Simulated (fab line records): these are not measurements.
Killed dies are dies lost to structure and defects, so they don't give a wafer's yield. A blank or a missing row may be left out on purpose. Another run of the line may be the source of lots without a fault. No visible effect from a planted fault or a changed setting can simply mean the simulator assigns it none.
Chamber matching -- flow nand harc -- NHARC_P_GATE_ALD_36 on ald sin-03 has 4 sister chambers
The step deposits SiNx, target thk 20 nm, pulse time 60 s, ald cycles 223. 4 wafers are shown with their chamber, then 7 later ones without.

== WAFERS, EACH WITH ITS CHAMBER ==
wafer,chamber,heater power w (W)
L884.4,2,845
L891.6,1,817
L893.1,3,944
L893.4,0,750

== WAFERS WITH NO CHAMBER GIVEN ==
wafer,heater power w (W)
L893.3,813
L895.3,815
L895.4,945
L895.2,743
L898.3,930
L898.1,751
L898.5,753

== THE CHAMBER EACH PASSED THROUGH ==
wafer,from the rows above,in truth
L893.3,1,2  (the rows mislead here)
L895.3,1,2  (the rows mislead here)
L895.4,3,3
L895.2,0,0
L898.3,3,3
L898.1,0,0
L898.5,0,0
5 of 7 placed correctly. Number that these rows cannot place: 0. Wrongly placed: 2.
How it was worked out, from the rows above alone: a wafer's distance from a chamber is the root of the sum, over the readings, of the square of ((its reading less the chamber's mean) divided by the reading's scatter). If the next closest chamber is less than 2 further off than the closest, the wafer can't be placed; otherwise it belongs to the closest. A chamber's mean is the mean of its shown wafers. The scatter: root of mean squared gap, hidden wafer to nearest shown wafer, with one shown wafer a chamber.
